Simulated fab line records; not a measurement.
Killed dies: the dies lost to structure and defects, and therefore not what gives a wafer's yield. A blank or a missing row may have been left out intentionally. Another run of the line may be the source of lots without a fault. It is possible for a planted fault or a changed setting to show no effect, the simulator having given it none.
Struck lot and sound lot, side by side ; flow n5_finfet ; 16 out of 1938 route steps
Sound: wafers L408.1, L408.4, L408.5. Struck: wafers L416.1, L416.2 (left out: L416.6, a lot-mate that was not struck); the cause follows at the end.
At each step with rows: each side's tool, then ch and its chambers, then its first start. Under that, the readings that differ: sound wafers ; struck wafers ; difference of the means ; sigmas: that difference in standard deviations of wafers without a fault.
alike: readings with means less than 2 such deviations apart, plus words and numbers identical on both sides. not compared: withheld readings, readings lacking a value on some wafer, bounds such as >300 that could conceal the same value, and numbers that have no deviation in the record and whose values overlap.
The two part at a step that has a row with sigmas, a row that says differs or no value, or rows on one side only. When numbers do not overlap yet have no deviation, they are printed without sigmas and do not part them. A reading missing from all wafers of one side parts the sides only when that side holds two or more wafers.

N5_GATE_CUT_DESCUM_18: chemistry O2, time 7 s.
  sound on rie_diel-06 ch 2,3, day 6 15:28; struck on rie_diel-05 ch 0,2, day 8 18:07
  alike: drypump_motor_current_A, oes_product_au, rf_vpp_V, showerhead_plenum_p_Torr, temp_c, throttle_valve_pct
  not compared: rf_hours_counter_h
then, 7 steps without rows for these wafers: N5_GATE_CUT_ETCH_28 (etches underlayer in N2/H2, target depth 13 nm, time 10.4 s); N5_GATE_CUT_ETCH_36 (etches SiARC in CF4, target depth 13 nm, time 21.7 s); N5_GATE_CUT_ETCH_37 (etches SOC in N2/H2, target depth 60 nm, overetch 12 nm, time 90 s); N5_GATE_CUT_STRIP_38 (strips in N2/H2); N5_GATE_CUT_STRIP_39 (strips in N2/H2); N5_GATE_CUT_HM_OPEN_40 (chemistry C4F6/O2, target SiO2, target depth 139 nm, time 85.1 s); N5_GATE_CUT_STRIP_41 (strips in CF4).
N5_GATE_CUT_STRIP_42: strips in O2.
  sound on rie_diel-06 ch 2,3, day 6 15:43; struck on rie_diel-05 ch 0,2, day 8 18:22
  alike: drypump_motor_current_A, oes_product_au, rf_vpp_V, showerhead_plenum_p_Torr, temp_c, throttle_valve_pct
  not compared: rf_hours_counter_h
N5_GATE_CUT_ETCH_19: etches SiNx in CH3F/O2, target depth 53.7 nm, time 76.7 s.
  sound on rie_diel-06 ch 2,3, day 6 15:45; struck on rie_diel-05 ch 0,2, day 8 18:24
  alike: drypump_motor_current_A, etch_rf_on_time_s, oes_product_au, rf_vpp_V, showerhead_plenum_p_Torr, throttle_valve_pct
  not compared: rf_hours_counter_h
then, 1 step without rows for these wafers: N5_GATE_CUT_CUT_ETCH_53 (etches W in SF6/Cl2, target depth 79.2 nm).
N5_GATE_CUT_CUT_ETCH_54: etches TiN in Cl2/BCl3, target depth 96.7 nm.
  sound on rie_metal-03 ch 1, day 6 15:58; struck on rie_metal-01 ch 0,1, day 8 18:34
reading;sound;struck;difference;sigmas
throttle_valve_pct (%);21.7 21.7 21.7;22.1 22.8;+0.8;+2
  alike: drypump_motor_current_A, etch_rf_on_time_s, oes_product_au
  not compared: rf_hours_counter_h
N5_GATE_CUT_CUT_ETCH_55: etches HfO2 in BCl3, target depth 3.2 nm.
  sound on rie_metal-03 ch 1, day 6 16:05; struck on rie_metal-01 ch 0,1, day 8 18:38
reading;sound;struck;difference;sigmas
model.etch.depth_nm (nm);3.127 3.12 3.179;4.215 4.235;+1.083;
  alike: drypump_motor_current_A, oes_product_au, throttle_valve_pct
  not compared: rf_hours_counter_h
N5_GATE_CUT_ETCH_47: etches SiO2 in Cl2/BCl3, target depth 10 nm.
  sound on rie_metal-03 ch 1, day 6 16:09; struck on rie_metal-01 ch 0,1, day 8 18:40
reading;sound;struck;difference;sigmas
throttle_valve_pct (%);22.2 22.2 22.2;22.7 23.3;+0.8;+2
  alike: drypump_motor_current_A, oes_product_au
  not compared: rf_hours_counter_h
-- record jumps: 7 days separate the struck wafers' starts on either side; left off in module GATE_CUT, taken up again in module BEOL_M4, whose first shown step is the route's number 1111 --
N5_BEOL_M4_RC_MEAS_101:
  sound on prober-01 ch 0, day 14 01:27; struck on prober-01 ch 0, day 15 18:53
reading;sound;struck;difference;sigmas
DIBL_P (mV/V);33 31 31;38 39;+7;+2
  alike: DIBL_N, IOFF_N, IOFF_P, ION_N, ION_P, SS_N, SS_P, VT_N, VT_P
N5_PASSIVATION_PROBE_49:
  rows exist in the record for the sound wafers here (prober-02, day 19 02:55), none for the struck ones

WHERE THEY PART
First at N5_GATE_CUT_CUT_ETCH_54; last, within this record, at N5_PASSIVATION_PROBE_49.

WHY: whatever the simulator had introduced
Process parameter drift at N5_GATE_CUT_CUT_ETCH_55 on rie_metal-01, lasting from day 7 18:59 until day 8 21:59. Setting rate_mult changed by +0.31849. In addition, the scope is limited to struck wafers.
